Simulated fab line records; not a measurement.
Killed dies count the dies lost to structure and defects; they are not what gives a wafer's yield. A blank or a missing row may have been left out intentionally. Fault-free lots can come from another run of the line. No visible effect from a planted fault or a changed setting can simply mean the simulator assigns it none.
The tool behind it: which one? + flow n5_finfet + 9 lots with 26 wafers sampled at 5 steps, on a route of 1938 steps

WHAT THE GAUGES READ, wafer by wafer
N5_BEOL_M4_RC_MEAS_101.
| lot  | measured     | on        | CHAIN_V0 (ohm/link) | CHAIN_V0_max_site (ohm/link) | DIBL_N (mV/V)  | DIBL_P (mV/V)  | IOFF_N (nA/um) | IOFF_P (nA/um) | ION_N (uA/um) | ION_P (uA/um) | SERP_M1 (ohm/um) | SERP_M1_max_site (ohm/um) | SS_N (mV/dec)  | SS_P (mV/dec)  | VT_N (mV)   | VT_P (mV)      |
|------|--------------|-----------|---------------------|------------------------------|----------------|----------------|----------------|----------------|---------------|---------------|------------------|---------------------------|----------------|----------------|-------------|----------------|
| L645 | day 8 08:06  | prober-02 | 235 247 251         | 246 254 253                  | 36.9 36.9 37.2 | 36.3 36.9 37.8 | 0.16 0.16 0.18 | 0.22 0.22 0.23 | 673 670 678   | 467 467 466   | 209 206 199      | 233 224 213               | 71.0 71.6 71.7 | 72.9 73.0 73.3 | 248 247 249 | -250 -248 -248 |
| L648 | day 9 01:14  | prober-01 | 238 235 226         | 256 245 231                  | 39.2 38.1 39.9 | 39.5 37.7 41.7 | 0.23 0.19 0.27 | 0.27 0.23 0.32 | 705 689 712   | 473 468 482   | 214 194 194      | 231 196 197               | 71.8 72.9 72.1 | 74.0 73.8 74.1 | 243 248 242 | -247 -252 -243 |
| L649 | day 9 10:15  | prober-02 | 249 242 265         | 257 249 273                  | 37.4 38.0 35.2 | 34.9 36.7 31.8 | 0.14 0.16 0.11 | 0.19 0.21 0.15 | 667 666 652   | 458 458 450   | 218 214 211      | 225 219 219               | 71.9 71.9 70.9 | 73.1 73.1 71.9 | 251 249 257 | -251 -251 -256 |
| L651 | day 9 18:03  | prober-02 | 452 215 473         | 484 226 502                  | 34.4 35.4 35.9 | 33.7 35.4 35.8 | 0.13 0.14 0.15 | 0.19 0.21 0.22 | 676 668 673   | 468 460 464   | 279 176 334      | 306 191 355               | 71.2 71.7 71.1 | 73.0 72.4 73.9 | 254 252 248 | -252 -248 -246 |
| L652 | day 9 18:40  | prober-01 | 238 230 526         | 248 240 564                  | 35.8 37.4 35.7 | 37.3 38.3 36.9 | 0.16 0.17 0.15 | 0.21 0.22 0.19 | 681 670 680   | 466 460 468   | 187 168 350      | 192 177 398               | 70.9 71.6 71.0 | 72.9 73.8 73.2 | 252 250 251 | -251 -252 -253 |
| L659 | day 12 04:55 | prober-01 | 231 235 238         | 236 242 248                  | 37.5 39.4 38.5 | 36.8 39.0 37.9 | 0.17 0.21 0.18 | 0.22 0.24 0.23 | 677 681 678   | 468 469 466   | 213 182 189      | 216 203 197               | 71.5 72.1 72.5 | 73.2 74.9 73.8 | 249 248 247 | -246 -247 -247 |
| L666 | day 14 21:18 | prober-02 | 244 237 237         | 246 244 243                  | 35.5 36.6 38.1 | 36.1 37.3 39.4 | 0.15 0.17 0.23 | 0.19 0.22 0.26 | 678 667 704   | 459 457 473   | 204 197 179      | 215 213 186               | 71.7 71.9 72.0 | 73.9 74.1 74.4 | 251 248 242 | -252 -249 -248 |
| L663 | day 14 04:46 | prober-01 | 216 219 230         | 221 236 240                  | 36.4 36.9 35.1 | 38.7 39.7 37.1 | 0.18 0.18 0.15 | 0.25 0.26 0.23 | 686 690 674   | 472 480 469   | 171 180 180      | 182 198 183               | 72.6 72.1 72.0 | 73.6 73.6 73.0 | 246 247 250 | -246 -245 -249 |
| L668 | day 15 00:02 | prober-02 | 220 231             | 226 239                      | 37.5 38.1      | 36.9 37.8      | 0.18 0.20      | 0.25 0.27      | 675 677       | 466 463       | 180 193          | 186 201                   | 72.0 72.2      | 73.6 74.2      | 251 248     | -249 -245      |

WHAT TOOL EACH LOT RAN ON (gives the tool, then ch and the chambers of the sampled wafers, and finally the start)
| lot  | N5_BEOL_M1_ETCH_70                | N5_BEOL_M1_STRIP_36               | N5_BEOL_M1_ALD_84                   | N5_BEOL_M1_ANNEAL_82         |
|------|-----------------------------------|-----------------------------------|-------------------------------------|------------------------------|
| L645 | rie_diel-02 ch 1,2, day 6 08:28   | rie_diel-02 ch 1,2, day 6 08:38   | ald_metal-02 ch 1,2,3, day 6 09:40  | pvd_sputter-01, day 6 10:41  |
| L648 | rie_diel-03 ch 0,2,3, day 6 23:47 | rie_diel-03 ch 0,2,3, day 6 23:57 | ald_metal-03 ch 2,3, day 7 00:44    | pvd_sputter-03, day 7 01:56  |
| L649 | rie_diel-02 ch 0,2,3, day 7 02:57 | rie_diel-02 ch 0,2,3, day 7 03:07 | ald_metal-03 ch 1,2,3, day 7 03:52  | pvd_sputter-02, day 7 04:58  |
| L651 | rie_diel-01 ch 0,1,2, day 8 03:11 | rie_diel-01 ch 0,1,2, day 8 03:21 | ald_metal-03 ch 0,1, day 8 04:00    | pvd_sputter-02, day 8 05:11  |
| L652 | rie_diel-01 ch 0,1,2, day 8 03:35 | rie_diel-01 ch 0,1,2, day 8 03:45 | ald_metal-03 ch 1,2, day 8 04:56    | pvd_sputter-03, day 8 07:04  |
| L659 | rie_diel-03 ch 0,1, day 10 18:44  | rie_diel-03 ch 0,1, day 10 18:54  | ald_metal-04 ch 0,3, day 10 19:28   | pvd_sputter-02, day 10 20:26 |
| L666 | rie_diel-02 ch 2,3, day 11 21:44  | rie_diel-02 ch 2,3, day 11 21:53  | ald_metal-04 ch 0,1,2, day 11 22:42 | pvd_sputter-01, day 12 00:21 |
| L663 | rie_diel-01 ch 1,2, day 12 00:14  | rie_diel-01 ch 1,2, day 12 00:24  | ald_metal-02 ch 0,1,3, day 12 01:14 | pvd_sputter-03, day 12 02:23 |
| L668 | rie_diel-03 ch 0,3, day 12 20:38  | rie_diel-03 ch 0,3, day 12 20:47  | ald_metal-03 ch 0,2, day 12 21:59   | pvd_sputter-03, day 12 23:03 |
- N5_BEOL_M1_ETCH_70: etches SOC in N2/H2, target depth 80 nm, overetch 16 nm, time 120 s.
- N5_BEOL_M1_STRIP_36: strips in N2/H2.
- N5_BEOL_M1_ALD_84: deposits TaN, pulse time 2 s, purge time 3 s, co reactant purge time 2 s.
- N5_BEOL_M1_ANNEAL_82: time 240 s.

AS READ BY THE TOOLS THEMSELVES (means over the sampled wafers that have a number; for cases with no such wafer, the mark the record gives instead)
N5_BEOL_M1_ETCH_70.
| lot  | tool        | drypump_motor_current_A (A) | oes_product_au (a.u.) | rf_vpp_V (V) | showerhead_plenum_p_Torr (Torr) | throttle_valve_pct (%) |
|------|-------------|-----------------------------|-----------------------|--------------|---------------------------------|------------------------|
| L645 | rie_diel-02 | 5.6                         | 0.54                  | 521.7        | 2.45                            | 18.12                  |
| L648 | rie_diel-03 | 5.8                         | 0.63                  | 524.2        | 2.57                            | 17.55                  |
| L649 | rie_diel-02 | 6.1                         | 0.60                  | 521.9        | 2.47                            | 17.91                  |
| L651 | rie_diel-01 | 6.0                         | 0.66                  | 525.7        | 2.63                            | 17.54                  |
| L652 | rie_diel-01 | 6.0                         | 0.66                  | 525.6        | 2.63                            | 17.54                  |
| L659 | rie_diel-03 | 5.6                         | 0.57                  | 525.4        | 2.60                            | 18.04                  |
| L666 | rie_diel-02 | 6.3                         | 0.58                  | 521.3        | 2.44                            | 18.00                  |
| L663 | rie_diel-01 | 5.8                         | 0.64                  | 526.4        | 2.66                            | 17.51                  |
| L668 | rie_diel-03 | 5.8                         | 0.61                  | 524.5        | 2.55                            | 17.57                  |

N5_BEOL_M1_STRIP_36.
| lot  | tool        | drypump_motor_current_A (A) | oes_product_au (a.u.) | rf_vpp_V (V) | showerhead_plenum_p_Torr (Torr) | throttle_valve_pct (%) |
|------|-------------|-----------------------------|-----------------------|--------------|---------------------------------|------------------------|
| L645 | rie_diel-02 | 5.6                         | 0.70                  | 58.4         | 2.44                            | 23.9                   |
| L648 | rie_diel-03 | 5.8                         | 0.84                  | 59.1         | 2.56                            | 23.4                   |
| L649 | rie_diel-02 | 6.1                         | 0.78                  | 60.0         | 2.47                            | 23.7                   |
| L651 | rie_diel-01 | 6.0                         | 0.87                  | 59.3         | 2.62                            | 23.4                   |
| L652 | rie_diel-01 | 6.0                         | 0.88                  | 59.6         | 2.62                            | 23.4                   |
| L659 | rie_diel-03 | 5.6                         | 0.73                  | 59.2         | 2.60                            | 23.9                   |
| L666 | rie_diel-02 | 6.3                         | 0.75                  | 59.7         | 2.43                            | 23.9                   |
| L663 | rie_diel-01 | 5.7                         | 0.84                  | 59.8         | 2.65                            | 23.4                   |
| L668 | rie_diel-03 | 5.8                         | 0.80                  | 58.8         | 2.55                            | 23.4                   |

N5_BEOL_M1_ALD_84.
| lot  | tool         | heater_power_w (W) | precursor_vessel_pressure_torr (Torr) |
|------|--------------|--------------------|---------------------------------------|
| L645 | ald_metal-02 | 400                | 26.24                                 |
| L648 | ald_metal-03 | 426                | 26.30                                 |
| L649 | ald_metal-03 | 434                | 26.21                                 |
| L651 | ald_metal-03 | 398                | 26.29                                 |
| L652 | ald_metal-03 | 434                | 26.21                                 |
| L659 | ald_metal-04 | 397                | 26.26                                 |
| L666 | ald_metal-04 | 436                | 26.25                                 |
| L663 | ald_metal-02 | 448                | 26.25                                 |
| L668 | ald_metal-03 | 404                | 26.29                                 |

N5_BEOL_M1_ANNEAL_82.
| lot  | tool           | heater_power_w (W) |
|------|----------------|--------------------|
| L645 | pvd_sputter-01 | 882                |
| L648 | pvd_sputter-03 | 796                |
| L649 | pvd_sputter-02 | 842                |
| L651 | pvd_sputter-02 | 844                |
| L652 | pvd_sputter-03 | 800                |
| L659 | pvd_sputter-02 | 841                |
| L666 | pvd_sputter-01 | 832                |
| L663 | pvd_sputter-03 | 798                |
| L668 | pvd_sputter-03 | 782                |

THE ANSWER, worked out from the rows above alone
Rule: the usual values come from the lots themselves. Put in order of their means at a reading, lots are off if they are a third of the lots or fewer, leave a main group of 4 or more, and stand apart from it by a gap of 3 or more times the standard deviation of the main group's means; of several such gaps the widest counts. The tables above print the reading to a certain number of digits; a main group whose means all agree to those digits is not used. A lot without any number at a reading at which 4 lots or more have one is off too. All remaining lots with rows at the step are treated as sound. The gauges are gone through in route order, then the tools' own readings, and for those a lot's mean is taken as printed above. The first step at which some lot is off is used, and at that step the reading that is off furthest; a lot without a number counts as furthest.
Off: L651, L652, seen at N5_BEOL_M4_RC_MEAS_101 (CHAIN_V0_max_site). The main group: mean 244 ohm/link, standard deviation 9.
A tool fits if, at a process step before that reading, it ran every lot that is off, and no sound lot after the first of them. Gauges at N5_BEOL_M4_RC_MEAS_101: tried the same way as those tools. Not one of the candidates tried fits.

WHAT HAD BEEN PUT IN BY THE SIMULATOR
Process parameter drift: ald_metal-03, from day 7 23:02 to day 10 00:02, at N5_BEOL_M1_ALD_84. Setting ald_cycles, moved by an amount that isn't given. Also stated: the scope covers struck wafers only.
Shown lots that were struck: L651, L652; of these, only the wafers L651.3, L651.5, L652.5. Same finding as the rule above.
